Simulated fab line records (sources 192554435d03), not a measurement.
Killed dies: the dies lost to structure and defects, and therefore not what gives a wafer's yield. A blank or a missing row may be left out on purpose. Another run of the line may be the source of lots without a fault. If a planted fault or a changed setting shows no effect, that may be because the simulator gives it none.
fab line records	flow n5Finfet
record lots=7	wafers=21
route steps=1938 shown ZERO_LAYER@4 PMOS_HMC_CHANNEL_EPI@62 FIN_SAQP@125 FIN_CUT@156 DUMMY_GATE@221
startH: start of the lot's first displayed wafer, in hours after the record's first day	waitH: how many hours have passed since the lot's step before this one	" the same as in the row above	L1.1+2: several wafers, shown together as one row	- value missing, or start not given	* or withheld: withheld	< > ~ a bound
route shown NAME@n: a module of which the file shows steps, and the number in the route of the first	usual: average and standard deviation across the fault-free wafers	same: alike in all rows	chamber/n: place in a boat	sites: the reading at each site	_std_site: the values' standard deviation	_edge_site: outer sites' mean less inner sites'	radiusMm: how far each site lies from the wafer's centre	mask NAME#n: copy n	behind: the last tool/chamber to shape the wafer	hold: the reason the lot was held/the length of the hold in hours/how it ended	device: whichever transistor did not switch (one of n, p or np)	end of line: the route-end tests of the same wafers	for a step that has no rows: nothing shown but its recipe	killed: at the first sort, the dies lost to defects and structure; wafer yield is something else	map: dies across one wafer; x = killed, . = not, _ = none there
set.NAME: the setting that was run; set.NAME@STEP: the one run at that earlier step	model.NAME: the simulator's own value behind a step, which no gauge read
lots run with intentionally changed settings; tables by step, rows by wafer
## steps
# step N5_ZERO_LAYER_PECVD_02
# recipe material=SiO2	targetThkA=100	tempC=400	precursor=SiH4/N2O	pressureTorr=0.75	rfW=275	timeS=6
lot.wafer	tool	chamber	startH	waitH	set.timeS	model.SiO2_of_ZERO_LAYER_PECVD_02.thkNm
L075.1	pecvd-02	1	18.28	0.0	5.742	9.443
L075.5	"	0	"	"	5.742	9.36
L075.6	"	2	"	"	5.742	9.5
L078.3	pecvd-02	1	36.28	0.0	6	9.792
L078.5	"	2	"	"	6	10.04
L078.6	"	0	"	"	5.388	8.876
L079.2	pecvd-04	2	42.28	0.0	6.681	11.02
L079.4	"	1	"	"	6	10.17
L079.6	"	2	"	"	6	10.16
L085.1	pecvd-04	2	78.32	0.0	5.687	9.41
L085.2	"	1	"	"	5.687	9.429
L085.3	"	0	"	"	6	10.08
L091.3	pecvd-02	1	114.28	0.0	6	9.876
L091.4	"	2	"	"	6	10.1
L091.5	"	0	"	"	6	10.06
L092.2	pecvd-01	0	120.29	0.0	6	9.793
L092.3	"	1	"	"	6	10.09
L092.5	"	0	"	"	6	10.2
L093.3	pecvd-01	1	126.28	0.0	6.436	10.87
L093.4	"	1	"	"	6	10.39
L093.5	"	2	"	"	6.436	10.58
# step N5_ZERO_LAYER_COAT_05
# recipe spinRpm=1500	resistThkNm=1000
lot.wafer	tool	chamber	startH	waitH	set.spinRpm	model.coat_of_ZERO_LAYER_COAT_05.thkNm
L075.1	lithoTrack-04	0	-	-	1639	955.2
L075.5	"	0	"	"	1500	1002
L075.6	"	0	"	"	1500	999.1
L078.3	lithoTrack-01	0	-	-	1666	949.3
L078.5	"	0	"	"	1500	1000
L078.6	"	0	"	"	1666	947.9
L079.2	lithoTrack-04	0	-	-	1336	1059
L079.4	"	0	"	"	1336	1058
L079.6	"	0	"	"	1500	998.6
L085.1	lithoTrack-04	0	-	-	1500	1004
L085.2	"	0	"	"	1398	1043
L085.3	"	0	"	"	1398	1045
L091.3	lithoTrack-01	0	-	-	1500	997.3
L091.4	"	0	"	"	1383	1037
L091.5	"	0	"	"	1383	1041
L092.2	lithoTrack-04	0	-	-	1500	1002
L092.3	"	0	"	"	1500	999.2
L092.5	"	0	"	"	1500	995.8
L093.3	lithoTrack-02	0	-	-	1336	1061
L093.4	"	0	"	"	1336	1058
L093.5	"	0	"	"	1500	997.2
# step N5_ZERO_LAYER_EBR_07
# recipe solvent=PGMEA	ebrWidthMm=1.5
# step N5_ZERO_LAYER_SOFTBAKE_06
# recipe tempC=100	timeS=90
# step N5_ZERO_LAYER_DESCUM_16
# recipe chemistry=O2	timeS=7.9	sourcePowerW=50	biasPowerW=20	pressureMtorr=20	rfFrequencyHz=2.712e+07	tempC=40	o2FlowSccm=225
# step N5_ZERO_LAYER_ETCH_17
# recipe chemistry=CF4	target=SiO2	targetDepthA=120	timeS=13.3	ionEnergyEv=350	pressureMtorr=40	sourceW=450	biasW=215	Ar_flow_sccm=100	cf4FlowSccm=100
# step N5_ZERO_LAYER_ETCH_18
# recipe chemistry=HBr/Cl2	target=Si	targetDepthA=1200	timeS=40	pressureMtorr=10	icpW=800	biasW=75	HBr_flow_sccm=150	Cl2_flow_sccm=80
lot.wafer	tool	chamber	startH	waitH	set.spinRpm@ZERO_LAYER_COAT_05	model.coat_of_ZERO_LAYER_COAT_05.thkNm
L075.1	rieSi-01	1	18.91	0.0	1639	885.6
L075.5	"	2	"	"	1500	931.4
L075.6	"	1	"	"	1500	929.6
L078.3	rieSi-01	1	36.79	0.0	1666	879.6
L078.5	"	3	"	"	1500	930.8
L078.6	"	0	"	"	1666	877.4
L079.2	rieSi-03	2	43.00	0.0	1336	989.7
L079.4	"	0	"	"	1336	988.7
L079.6	"	0	"	"	1500	929.8
L085.1	rieSi-03	0	78.95	0.0	1500	935
L085.2	"	2	"	"	1398	974.3
L085.3	"	3	"	"	1398	975.1
L091.3	rieSi-03	0	114.79	0.0	1500	928.2
L091.4	"	3	"	"	1383	967.7
L091.5	"	2	"	"	1383	971.7
L092.2	rieSi-04	3	120.81	0.0	1500	932.4
L092.3	"	0	"	"	1500	930
L092.5	"	0	"	"	1500	926.3
L093.3	rieSi-04	0	126.81	0.0	1336	991.8
L093.4	"	3	"	"	1336	988.2
L093.5	"	0	"	"	1500	928.5
# step N5_ZERO_LAYER_STRIP_24
# recipe chemistry=O2	powerW=1000	tempC=250	overashFraction=0.3	pressureMtorr=1000	o2FlowSccm=6750
# usual stripTimeToEndpointS=43.84/0.093
lot.wafer	tool	chamber	startH	waitH	set.spinRpm@ZERO_LAYER_COAT_05	stripTimeToEndpointS
L075.1	plasmaAsher-01	0	19.02	0.1	1639	42.50
L075.5	"	0	"	"	1500	43.87
L075.6	"	1	"	"	1500	43.83
L078.3	plasmaAsher-01	0	36.91	0.1	1666	42.31
L078.5	"	1	"	"	1500	43.86
L078.6	"	0	"	"	1666	42.26
L079.2	plasmaAsher-02	1	43.10	0.1	1336	45.61
L079.4	"	1	"	"	1336	45.58
L079.6	"	1	"	"	1500	43.82
L085.1	plasmaAsher-02	0	79.05	0.1	1500	43.98
L085.2	"	1	"	"	1398	45.17
L085.3	"	0	"	"	1398	45.18
L091.3	plasmaAsher-01	0	114.91	0.1	1500	43.78
L091.4	"	1	"	"	1383	44.97
L091.5	"	1	"	"	1383	45.08
L092.2	plasmaAsher-02	0	120.91	0.1	1500	43.89
L092.3	"	0	"	"	1500	43.84
L092.5	"	0	"	"	1500	43.72
L093.3	plasmaAsher-01	1	126.93	0.1	1336	45.67
L093.4	"	0	"	"	1336	45.58
L093.5	"	0	"	"	1500	43.80
# step N5_PMOS_HMC_CHANNEL_EPI_EXPOSE_06
# recipe maskId=PMOS_HMC_BLK	na=1.35	sourceShape=conventional	sigmaOuter=0.8	polarization=unpolarized	targetCdNm=240	doseMj=41
lot.wafer	tool	chamber	startH	waitH	mask	set.doseMj
L075.1+6	arfiScanner-01	0	23.71	-	PMOS_HMC_BLK#0	43.26
L075.5	"	0	"	"	PMOS_HMC_BLK#0	41
L078.3+6	arfiScanner-01	0	41.95	-	PMOS_HMC_BLK#0	41
L078.5	"	0	"	"	PMOS_HMC_BLK#0	42.87
L079.2+4	arfiScanner-03	0	47.30	-	PMOS_HMC_BLK#0	41
L079.6	"	0	"	"	PMOS_HMC_BLK#0	43.1
L085.1+3	arfiScanner-01	0	83.70	-	PMOS_HMC_BLK#0	38.99
L085.2	"	0	"	"	PMOS_HMC_BLK#0	41
L091.3+4	arfiScanner-01	0	119.49	-	PMOS_HMC_BLK#0	38.48
L091.5	"	0	"	"	PMOS_HMC_BLK#0	41
L092.2+3+5	arfiScanner-03	0	124.79	-	PMOS_HMC_BLK#0	41
L093.3+5	arfiScanner-01	0	131.09	-	PMOS_HMC_BLK#0	41
L093.4	"	0	"	"	PMOS_HMC_BLK#0	38.12
# step N5_PMOS_HMC_CHANNEL_EPI_DEVELOP_08
# recipe developTimeS=30	developer=TMAH	resist=CAR-ArF-block	devTempC=23	rinseLiquid=diw	dry=airSpin
lot.wafer	tool	chamber	startH	waitH	set.developTimeS
L075.1+5	lithoTrack-04	0	-	-	30
L075.6	"	0	"	"	24.39
L078.3+6	lithoTrack-01	0	-	-	30
L078.5	"	0	"	"	35.97
L079.2+4+6	lithoTrack-04	0	-	-	30
L085.1+3	lithoTrack-04	0	-	-	33.72
L085.2	"	0	"	"	30
L091.3+4+5	lithoTrack-01	0	-	-	30
L092.2+3+5	lithoTrack-04	0	-	-	30
L093.3	lithoTrack-01	0	-	-	30
L093.4+5	"	0	"	"	24.86
# step N5_PMOS_HMC_CHANNEL_EPI_CD_MEAS_09
# recipe targetCdNm=237.4	landingEnergyEv=500	detector=seInlens
# usual cdNm=237.0/1.1
lot.wafer	tool	chamber	startH	waitH	set.doseMj@PMOS_HMC_CHANNEL_EPI_EXPOSE_06	cdNm
L075.1	cdSem-03	0	23.84	-	43.26	241.3
L075.5	"	0	"	"	41	237.1
L075.6	"	0	"	"	43.26	239.3
L078.3	cdSem-03	0	42.06	-	41	238.3
L078.5	"	0	"	"	42.87	243.2
L078.6	"	0	"	"	41	238.1
L079.2	cdSem-02	0	47.42	-	41	237.7
L079.4	"	0	"	"	41	238.5
L079.6	"	0	"	"	43.1	241.8
L085.1	cdSem-03	0	83.82	-	38.99	234.4
L085.2	"	0	"	"	41	238.9
L085.3	"	0	"	"	38.99	234.2
L091.3	cdSem-03	0	119.60	-	38.48	230.9
L091.4	"	0	"	"	38.48	229.8
L091.5	"	0	"	"	41	235.2
L092.2	cdSem-02	0	124.91	-	41	237.3
L092.3	"	0	"	"	41	238.2
L092.5	"	0	"	"	41	236.5
L093.3	cdSem-03	0	131.21	-	41	236.0
L093.4	"	0	"	"	38.12	229.2
L093.5	"	0	"	"	41	235.8
# step N5_PMOS_HMC_CHANNEL_EPI_DESCUM_14
# recipe chemistry=O2	timeS=7.9	sourcePowerW=50	biasPowerW=20	pressureMtorr=20	rfFrequencyHz=2.712e+07	tempC=40	resist=CAR-ArF-block	o2FlowSccm=225
lot.wafer	tool	chamber	startH	waitH	set.doseMj@PMOS_HMC_CHANNEL_EPI_EXPOSE_06	model.PMOS_HMC_CHANNEL_EPI.cdNm
L075.1	rieDiel-04	3	23.92	0.0	43.26	241
L075.5	"	0	"	"	41	236.9
L075.6	"	1	"	"	43.26	239.1
L078.3	rieDiel-04	1	42.15	0.0	41	238.3
L078.5	"	0	"	"	42.87	243.2
L078.6	"	3	"	"	41	238
L079.2	rieDiel-01	1	47.51	0.0	41	237.7
L079.4	"	2	"	"	41	238.1
L079.6	"	0	"	"	43.1	242
L085.1	rieDiel-03	3	84.04	0.2	38.99	234.2
L085.2	"	2	"	"	41	238.6
L085.3	"	0	"	"	38.99	234
L091.3	rieDiel-03	1	119.69	0.0	38.48	230.7
L091.4	"	2	"	"	38.48	230
L091.5	"	2	"	"	41	234.7
L092.2	rieDiel-01	3	124.99	0.0	41	236.9
L092.3	"	2	"	"	41	238.4
L092.5	"	1	"	"	41	236.4
L093.3	rieDiel-01	3	131.29	0.0	41	236.1
L093.4	"	2	"	"	38.12	229.4
L093.5	"	0	"	"	41	235.8
# step N5_PMOS_HMC_CHANNEL_EPI_ETCH_32
# recipe chemistry=N2/H2	target=BARC	stopOn=SiO2	targetDepthA=858	overEtchFrac=0.3	timeS=50.3	ionEnergyEv=200	maskMaterial=CAR-ArF-block	pressureMtorr=30	sourceW=840	biasW=150	n2FlowSccm=200	h2FlowSccm=200
lot.wafer	tool	chamber	startH	waitH	set.doseMj@PMOS_HMC_CHANNEL_EPI_EXPOSE_06	model.PMOS_HMC_CHANNEL_EPI.cdNm
L075.1	rieDiel-04	3	23.96	0.0	43.26	243.6
L075.5	"	0	"	"	41	239.7
L075.6	"	1	"	"	43.26	242.7
L078.3	rieDiel-04	1	42.18	0.0	41	241.5
L078.5	"	0	"	"	42.87	245.6
L078.6	"	3	"	"	41	240.8
L079.2	rieDiel-01	1	47.55	0.0	41	240.9
L079.4	"	2	"	"	41	239.7
L079.6	"	0	"	"	43.1	243.8
L085.1+3	rieDiel-03	3,0	84.07	0.0	38.99	236.8
L085.2	"	2	"	"	41	241.9
L091.3	rieDiel-03	1	119.72	0.0	38.48	233.5
L091.4	"	2	"	"	38.48	233.1
L091.5	"	2	"	"	41	237.7
L092.2	rieDiel-01	3	125.03	0.0	41	239.1
L092.3	"	2	"	"	41	240.5
L092.5	"	1	"	"	41	239.2
L093.3	rieDiel-01	3	131.33	0.0	41	238.3
L093.4	"	2	"	"	38.12	230.9
L093.5	"	0	"	"	41	237.8
# step N5_FIN_SAQP_SPACER1_ALD_24
# recipe material=SiO2	targetThkA=203	tempC=300	aldPrecursorFamily=BDEAS	aldCoReactant=O2-plasma	pulseTimeS=1	purgeTimeS=2	coReactantPurgeTimeS=2	aldCycles=218	pressureTorr=2
lot.wafer	tool	chamber	startH	waitH	set.tempC
L075.1+5	aldSin-04	2,3	29.72	0.3	300
L075.6	"	2	"	"	289.8
L078.3	aldSin-01	3	50.22	2.2	309
L078.5+6	"	0,3	"	"	300
L079.2+4+6	aldSin-03	2,3,1	53.85	0.3	300
L085.1+3	aldSin-01	2,3	89.48	0.3	300
L085.2	"	1	"	"	307.8
L091.3+4+5	aldSin-04	0,3,3	125.45	0.1	300
L092.2+3+5	aldSin-04	0,3,3	130.33	0.3	300
L093.3	aldSin-01	3	136.78	0.1	289.4
L093.4+5	"	1,0	"	"	300
# step N5_FIN_SAQP_SPACER1_ETCHBACK_25
# recipe chemistry=CHF3/O2	mode=anisotropicEtchback	target=SiO2	targetDepthA=244	timeS=12.2	pressureMtorr=30	sourceW=650	biasW=170	Ar_flow_sccm=200	CHF3_flow_sccm=50	O2_flow_sccm=5	ionEnergyEv=200
# step N5_FIN_SAQP_MANDREL1_REMOVE_56
# recipe chemistry=HBr/Cl2/O2	btTimeS=10	target=a-Si	stopOn=SiNx	endpoint=OES-SiCl	overEtchFrac=1	icpW=600	biasW=22	HBr_flow_sccm=150	Cl2_flow_sccm=80	O2_flow_sccm=5	pressureMtorr=10
lot.wafer	tool	chamber	startH	waitH	set.tempC@FIN_SAQP_SPACER1_ALD_24	model.FIN_SAQP.cdNm
L075.1	rieSi-01	2	30.64	0.1	300	20.4
L075.5	"	2	"	"	300	20.2
L075.6	"	1	"	"	289.8	21
L078.3	rieSi-04	2	51.03	0.1	309	20
L078.5	"	3	"	"	300	20.4
L078.6	"	2	"	"	300	20.2
L079.2+6	rieSi-01	1,2	54.66	0.1	300	20.2
L079.4	"	3	"	"	300	20.4
L085.1+3	rieSi-04	0,3	90.50	0.1	300	20.4
L085.2	"	1	"	"	307.8	20.2
L091.3	rieSi-04	3	126.25	0.1	300	20.4
L091.4+5	"	0,3	"	"	300	20.2
L092.2+5	rieSi-01	3,0	131.14	0.1	300	20.4
L092.3	"	1	"	"	300	20.6
L093.3	rieSi-01	0	137.58	0.1	289.4	21
L093.4+5	"	3,2	"	"	300	20.4
# step N5_FIN_SAQP_CD_MEAS_27
# recipe targetCdNm=20	landingEnergyEv=1000	detector=seInlens	polarity=line
# usual cdNm=20.33/0.21
lot.wafer	tool	chamber	startH	waitH	set.tempC@FIN_SAQP_SPACER1_ALD_24	cdNm
L075.1	cdSem-02	0	30.75	0.1	300	20.21
L075.5	"	0	"	"	300	19.94
L075.6	"	0	"	"	289.8	21.00
L078.3	cdSem-02	0	51.14	0.1	309	19.52
L078.5	"	0	"	"	300	20.29
L078.6	"	0	"	"	300	20.08
L079.2	cdSem-03	0	54.77	0.1	300	20.38
L079.4	"	0	"	"	300	20.36
L079.6	"	0	"	"	300	20.15
L085.1	cdSem-01	0	90.60	0.1	300	20.39
L085.2	"	0	"	"	307.8	20.18
L085.3	"	0	"	"	300	20.34
L091.3	cdSem-03	0	126.37	0.1	300	20.36
L091.4	"	0	"	"	300	20.07
L091.5	"	0	"	"	300	20.05
L092.2	cdSem-02	0	131.25	0.1	300	20.22
L092.3	"	0	"	"	300	20.54
L092.5	"	0	"	"	300	20.66
L093.3	cdSem-02	0	137.70	0.1	289.4	20.85
L093.4	"	0	"	"	300	20.17
L093.5	"	0	"	"	300	20.31
# step N5_FIN_CUT_COAT_29
# recipe resist=underlayer	tempC=205	timeS=60	spinRpm=1500	resistThkNm=10
lot.wafer	tool	chamber	startH	waitH	set.spinRpm	model.underlayer_of_FIN_CUT_COAT_29.thkNm
L075.1	lithoTrack-01	0	-	-	1381	10.4
L075.5+6	"	0	"	"	1500	10
L078.3+5+6	lithoTrack-03	0	-	-	1500	10
L079.2	lithoTrack-05	0	-	-	1500	10
L079.4	"	0	"	"	1372	10.6
L079.6	"	0	"	"	1372	10.4
L085.1+2+3	lithoTrack-05	0	-	-	1500	10
L091.3+5	lithoTrack-01	0	-	-	1645	9.4
L091.4	"	0	"	"	1500	10
L092.2+3+5	lithoTrack-01	0	-	-	1500	10
L093.3+4+5	lithoTrack-03	0	-	-	1500	10
# step N5_FIN_CUT_COAT_02
# recipe resist=CAR-EUV	spinRpm=1500	resistThkNm=30
# step N5_FIN_CUT_EBR_04
# recipe solvent=PGMEA	ebrWidthMm=1.5
# step N5_FIN_CUT_DESCUM_13
# recipe chemistry=O2	timeS=7	sourcePowerW=50	biasPowerW=20	pressureMtorr=20	rfFrequencyHz=2.712e+07	tempC=40	resist=CAR-EUV	o2FlowSccm=225
# step N5_FIN_CUT_ETCH_30
# recipe chemistry=N2/H2	target=underlayer	targetDepthA=130	maskMaterial=CAR-EUV	timeS=10.4	ionEnergyEv=200	pressureMtorr=30	sourceW=840	biasW=150	n2FlowSccm=200	h2FlowSccm=200	ends=cleared
lot.wafer	tool	chamber	startH	waitH	set.spinRpm@FIN_CUT_COAT_29	model.etch.depthNm
L075.1	rieDiel-03	0	33.39	0.0	1381	10.46
L075.5	"	2	"	"	1500	9.993
L075.6	"	3	"	"	1500	10.02
L078.3	rieDiel-01	2	54.56	0.0	1500	10
L078.5	"	0	"	"	1500	9.996
L078.6	"	3	"	"	1500	10.04
L079.2	rieDiel-01	0	57.42	0.0	1500	10.03
L079.4	"	1	"	"	1372	10.5
L079.6	"	3	"	"	1372	10.48
L085.1	rieDiel-04	1	93.43	0.0	1500	10.01
L085.2	"	3	"	"	1500	9.984
L085.3	"	2	"	"	1500	10.02
L091.3	rieDiel-03	1	129.37	0.0	1645	9.469
L091.4	"	3	"	"	1500	9.911
L091.5	"	1	"	"	1645	9.485
L092.2	rieDiel-01	0	133.84	0.0	1500	10
L092.3	"	1	"	"	1500	9.989
L092.5	"	3	"	"	1500	10.04
L093.3	rieDiel-04	2	140.63	0.0	1500	10.03
L093.4	"	2	"	"	1500	10.02
L093.5	"	0	"	"	1500	10
# step N5_FIN_CUT_ETCH_20
# recipe chemistry=CF4	target=SiARC	targetDepthA=260	maskMaterial=CAR-EUV	timeS=43.3	ionEnergyEv=80	pressureMtorr=40	sourceW=545	biasW=36	Ar_flow_sccm=100	cf4FlowSccm=100	ends=cleared
lot.wafer	tool	chamber	startH	waitH	set.spinRpm@FIN_CUT_COAT_29	model.underlayer_of_FIN_CUT_COAT_29.thkNm
L075.1	rieDiel-03	0	33.41	0.0	1381	9.8
L075.5+6	"	2,3	"	"	1500	9.2
L078.3+5	rieDiel-01	2,0	54.58	0.0	1500	9.2
L078.6	"	3	"	"	1500	9.4
L079.2	rieDiel-01	0	57.44	0.0	1500	9.4
L079.4+6	"	1,3	"	"	1372	9.8
L085.1+2+3	rieDiel-04	1,3,2	93.45	0.0	1500	9.2
L091.3+5	rieDiel-03	1	129.39	0.0	1645	8.8
L091.4	"	3	"	"	1500	9.2
L092.2+3	rieDiel-01	0,1	133.86	0.0	1500	9.2
L092.5	"	3	"	"	1500	9.4
L093.3	rieDiel-04	2	140.65	0.0	1500	9.4
L093.4+5	"	2,0	"	"	1500	9.2
# step N5_DUMMY_GATE_PECVD_30
# recipe material=SiO2	targetThkA=550	tempC=400	precursor=TEOS/O2	pressureTorr=6.5	rfW=withheld	teosFlowSccm=withheld	gas=O2	flowSccm=2650	timeS=10.8
lot.wafer	tool	chamber	startH	waitH	set.timeS	model.SiO2_of_DUMMY_GATE_PECVD_30.thkNm
L075.1	pecvd-04	0	51.78	0.0	10.8	53.8
L075.5	"	0	"	"	10.8	54.6
L075.6	"	2	"	"	10.8	56.4
L078.3	pecvd-04	2	72.44	0.0	9.895	51
L078.5	"	0	"	"	9.895	49.6
L078.6	"	1	"	"	10.8	55
L079.2	pecvd-04	2	75.32	0.0	10.8	55
L079.4	"	0	"	"	10.8	54.4
L079.6	"	2	"	"	10.8	56.4
L085.1	pecvd-02	2	117.27	0.0	10.8	54.8
L085.2+3	"	0,1	"	"	10.8	55.6
L091.3	pecvd-04	2	153.58	0.0	9.453	48
L091.4	"	2	"	"	10.8	56.2
L091.5	"	1	"	"	9.453	49
L092.2+3	pecvd-02	1,0	154.08	0.0	10.8	55.4
L092.5	"	2	"	"	10.8	54.6
L093.3	pecvd-02	1	161.49	0.0	10.8	55.4
L093.4	"	1	"	"	10.33	53.8
L093.5	"	2	"	"	10.33	53.6
## key
split step=N5_ZERO_LAYER_PECVD_02	setting=timeS	stated=6	by=wafer
response step=N5_ZERO_LAYER_PECVD_02	reading=model.SiO2_of_ZERO_LAYER_PECVD_02.thkNm	change=+0.0838	per=1%	r=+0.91
split step=N5_ZERO_LAYER_COAT_05	setting=spinRpm	stated=1500	by=wafer
response step=N5_ZERO_LAYER_COAT_05	reading=model.coat_of_ZERO_LAYER_COAT_05.thkNm	change=-5.26	per=1%	r=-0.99
response step=N5_ZERO_LAYER_ETCH_18	reading=model.coat_of_ZERO_LAYER_COAT_05.thkNm	change=-5.25	per=1%	r=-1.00
response step=N5_ZERO_LAYER_STRIP_24	reading=stripTimeToEndpointS	change=*	per=1%	r=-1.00
split step=N5_PMOS_HMC_CHANNEL_EPI_EXPOSE_06	setting=doseMj	stated=41	by=wafer
response step=N5_PMOS_HMC_CHANNEL_EPI_CD_MEAS_09	reading=cdNm	change=+0.84	per=1%	r=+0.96
response step=N5_PMOS_HMC_CHANNEL_EPI_DESCUM_14	reading=model.PMOS_HMC_CHANNEL_EPI.cdNm	change=+0.827	per=1%	r=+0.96
response step=N5_PMOS_HMC_CHANNEL_EPI_ETCH_32	reading=model.PMOS_HMC_CHANNEL_EPI.cdNm	change=+0.847	per=1%	r=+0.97
split step=N5_PMOS_HMC_CHANNEL_EPI_DEVELOP_08	setting=developTimeS	stated=30	by=wafer
response none clear
split step=N5_FIN_SAQP_SPACER1_ALD_24	setting=tempC	stated=300	by=wafer
response step=N5_FIN_SAQP_MANDREL1_REMOVE_56	reading=model.FIN_SAQP.cdNm	change=-0.149	per=1%	r=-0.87
response step=N5_FIN_SAQP_CD_MEAS_27	reading=cdNm	change=-0.195	per=1%	r=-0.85
split step=N5_FIN_CUT_COAT_29	setting=spinRpm	stated=1500	by=wafer
response step=N5_FIN_CUT_COAT_29	reading=model.underlayer_of_FIN_CUT_COAT_29.thkNm	change=-0.0578	per=1%	r=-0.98
response step=N5_FIN_CUT_ETCH_30	reading=model.etch.depthNm	change=-0.0511	per=1%	r=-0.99
response step=N5_FIN_CUT_ETCH_20	reading=model.underlayer_of_FIN_CUT_COAT_29.thkNm	change=-0.0525	per=1%	r=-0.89
split step=N5_DUMMY_GATE_PECVD_30	setting=timeS	stated=10.8	by=wafer
response step=N5_DUMMY_GATE_PECVD_30	reading=model.SiO2_of_DUMMY_GATE_PECVD_30.thkNm	change=+0.584	per=1%	r=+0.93
